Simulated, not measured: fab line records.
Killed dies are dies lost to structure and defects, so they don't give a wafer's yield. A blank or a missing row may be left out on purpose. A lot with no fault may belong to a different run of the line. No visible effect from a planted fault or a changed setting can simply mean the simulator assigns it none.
What tool caused it? :: flow nandHarc :: 36 wafers sampled from 12 lots at 1 step of a route of 1159

## WHAT EACH GAUGE READ, for each wafer
NHARC_A_CHANNEL_HOLE_D1_OVL_MEAS_11.
lot: L074
measured: day 8 03:38
on: overlay-02
overlayXNm (nm): 0.3 0.5 0.2

lot: L077
measured: day 8 21:24
on: overlay-02
overlayXNm (nm): 1.0 1.0 1.0

lot: L078
measured: day 9 10:56
on: overlay-01
overlayXNm (nm): 0.8 0.9 0.7

lot: L080
measured: day 9 16:16
on: overlay-02
overlayXNm (nm): 0.9 0.2 0.0

lot: L082
measured: day 10 10:41
on: overlay-01
overlayXNm (nm): -1.2 -1.0 -0.7

lot: L085
measured: day 11 10:24
on: overlay-01
overlayXNm (nm): -0.4 -0.1 -0.6

lot: L088
measured: day 11 19:29
on: overlay-01
overlayXNm (nm): 1.0 1.1 0.8

lot: L090
measured: day 12 08:08
on: overlay-02
overlayXNm (nm): 0.0 0.0 0.3

lot: L091
measured: day 12 12:53
on: overlay-02
overlayXNm (nm): 1.8 0.9 1.0

lot: L093
measured: day 12 21:34
on: overlay-01
overlayXNm (nm): -0.8 0.1 -0.2

lot: L096
measured: day 13 16:46
on: overlay-02
overlayXNm (nm): -1.4 -1.5 -1.7

lot: L097
measured: day 14 01:05
on: overlay-02
overlayXNm (nm): 0.1 -0.3 -0.8

## WHICH TOOL RAN EACH LOT (tool, then ch and the chambers of the sampled wafers, then the start)
No process step before these readings appears in the record.

## THE ANSWER, worked out from the rows above alone
Rule: what is usual is taken from the lots themselves. The widest of any qualifying gaps counts: lots, ordered by their means at a reading, are off when they make up no more than a third of the lots, leave a main group of 4 or more, and stand apart from it by 3 or more times the standard deviation of that group's means. A main group is skipped when, at the precision printed for the reading in the tables above, its means are all equal. A lot without any number at a reading at which 4 lots or more have one is off too. The other lots that the step has rows for count as sound.
Across all readings shown, no lot is off: no conclusion can be drawn from this.

## WHAT HAD BEEN PUT IN BY THE SIMULATOR
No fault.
